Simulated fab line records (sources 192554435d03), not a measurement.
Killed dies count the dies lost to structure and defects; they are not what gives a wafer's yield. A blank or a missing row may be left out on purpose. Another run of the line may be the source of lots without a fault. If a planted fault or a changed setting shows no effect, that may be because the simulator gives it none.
Matching of chambers || flow n5-finfet || N5_BEOL_M6_ETCH_72 on rie-diel-04: 4 sister chambers
The step etches underlayer in N2/H2, target depth 6.5 nm, time 5.2 s. 8 wafers are shown with their chamber, then 11 later ones without.

EACH WAFER AND ITS CHAMBER
{"wafer": "L086.6", "chamber": 1, "drypump-motor-current-A (A)": 5.3, "showerhead-plenum-p-Torr (Torr)": 2.50}
{"wafer": "L085.1", "chamber": 2, "drypump-motor-current-A (A)": 5.5, "showerhead-plenum-p-Torr (Torr)": 2.49}
{"wafer": "L085.3", "chamber": 0, "drypump-motor-current-A (A)": 4.8, "showerhead-plenum-p-Torr (Torr)": 2.53}
{"wafer": "L085.4", "chamber": 3, "drypump-motor-current-A (A)": 6.2, "showerhead-plenum-p-Torr (Torr)": 2.61}
{"wafer": "L089.1", "chamber": 3, "drypump-motor-current-A (A)": 6.3, "showerhead-plenum-p-Torr (Torr)": 2.61}
{"wafer": "L089.2", "chamber": 1, "drypump-motor-current-A (A)": 5.3, "showerhead-plenum-p-Torr (Torr)": 2.49}
{"wafer": "L089.3", "chamber": 0, "drypump-motor-current-A (A)": 4.8, "showerhead-plenum-p-Torr (Torr)": 2.52}
{"wafer": "L089.4", "chamber": 2, "drypump-motor-current-A (A)": 5.5, "showerhead-plenum-p-Torr (Torr)": 2.49}

WAFERS WITH NO CHAMBER GIVEN
{"wafer": "L089.5", "drypump-motor-current-A (A)": 6.3, "showerhead-plenum-p-Torr (Torr)": 2.61}
{"wafer": "L089.6", "drypump-motor-current-A (A)": 4.8, "showerhead-plenum-p-Torr (Torr)": 2.52}
{"wafer": "L093.1", "drypump-motor-current-A (A)": 4.8, "showerhead-plenum-p-Torr (Torr)": 2.52}
{"wafer": "L093.3", "drypump-motor-current-A (A)": 5.5, "showerhead-plenum-p-Torr (Torr)": 2.49}
{"wafer": "L093.4", "drypump-motor-current-A (A)": 5.3, "showerhead-plenum-p-Torr (Torr)": 2.49}
{"wafer": "L095.4", "drypump-motor-current-A (A)": 5.5, "showerhead-plenum-p-Torr (Torr)": 2.48}
{"wafer": "L095.5", "drypump-motor-current-A (A)": 4.8, "showerhead-plenum-p-Torr (Torr)": 2.52}
{"wafer": "L095.6", "drypump-motor-current-A (A)": 5.3, "showerhead-plenum-p-Torr (Torr)": 2.49}
{"wafer": "L096.4", "drypump-motor-current-A (A)": 4.8, "showerhead-plenum-p-Torr (Torr)": 2.52}
{"wafer": "L096.5", "drypump-motor-current-A (A)": 5.5, "showerhead-plenum-p-Torr (Torr)": 2.48}
{"wafer": "L096.6", "drypump-motor-current-A (A)": 5.3, "showerhead-plenum-p-Torr (Torr)": 2.49}

CHAMBER TAKEN BY EACH
{"wafer": "L089.5", "from the rows above": 3, "in truth": 3}
{"wafer": "L089.6", "from the rows above": 0, "in truth": 0}
{"wafer": "L093.1", "from the rows above": 0, "in truth": 0}
{"wafer": "L093.3", "from the rows above": 2, "in truth": 2}
{"wafer": "L093.4", "from the rows above": 1, "in truth": 1}
{"wafer": "L095.4", "from the rows above": 2, "in truth": 2}
{"wafer": "L095.5", "from the rows above": 0, "in truth": 0}
{"wafer": "L095.6", "from the rows above": 1, "in truth": 1}
{"wafer": "L096.4", "from the rows above": 0, "in truth": 0}
{"wafer": "L096.5", "from the rows above": 2, "in truth": 2}
{"wafer": "L096.6", "from the rows above": 1, "in truth": 1}
Placed correctly: 11 of 11. Can't be placed from these rows: 0. Number placed wrongly: 0.
How it was worked out, from the rows above alone: a wafer's distance from a chamber is the root of the sum, over the readings, of the square of ((its reading less the chamber's mean) divided by the reading's scatter). If the next closest chamber is less than 2 further off than the closest, the wafer can't be placed; otherwise it belongs to the closest. A chamber's mean is the mean of its shown wafers. How the scatter is found: for the shown wafers, subtract from each reading the mean of its chamber, square and add these, divide the total by (wafers less chambers), then take the root.
